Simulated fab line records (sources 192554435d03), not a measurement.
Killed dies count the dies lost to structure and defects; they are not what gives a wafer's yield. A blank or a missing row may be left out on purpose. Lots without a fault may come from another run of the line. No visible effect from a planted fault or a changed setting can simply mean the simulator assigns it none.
Matching of chambers | flow n5Finfet | rieDiel-05 running N5_BEOL_M0_SAQP_ETCH_49: 4 sister chambers
The step etches SiO2 in CF4/O2, target depth 37 nm. 4 wafers are shown with their chamber, then 7 later ones without.

WAFERS, EACH WITH ITS CHAMBER
wafer  | chamber | showerheadPlenumPTorr (Torr)
L076.6 | 2       | 2.28
L082.2 | 0       | 2.13
L082.3 | 1       | 2.25
L085.4 | 3       | 2.29

WAFERS MISSING THEIR CHAMBER
wafer  | showerheadPlenumPTorr (Torr)
L085.6 | 2.13
L086.1 | 2.27
L086.4 | 2.25
L086.5 | 2.25
L094.3 | 2.28
L094.5 | 2.13
L094.6 | 2.24

THE CHAMBER EACH PASSED THROUGH
wafer  | from the rows above          | in truth
L085.6 | 0                            | 0
L086.1 | can't be placed: 2 or 1 or 3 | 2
L086.4 | 1                            | 1
L086.5 | 1                            | 1
L094.3 | can't be placed: 2 or 3      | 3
L094.5 | 0                            | 0
L094.6 | 1                            | 1
Placed correctly: 5 of 7. Unplaceable from these rows: 2, with the true chamber sitting among the candidates in 2. Wrongly placed: 0.
How it was worked out, from the rows above alone: a wafer's distance from a chamber is the root of the sum, over the readings, of the square of ((its reading less the chamber's mean) divided by the reading's scatter). If the next closest chamber is less than 2 further off than the closest, the wafer can't be placed; otherwise it belongs to the closest. For every chamber, the mean is computed from those of its wafers that are shown. The scatter (one wafer shown for each chamber): square how far every hidden wafer sits from the nearest shown wafer, average those squares and take the square root.
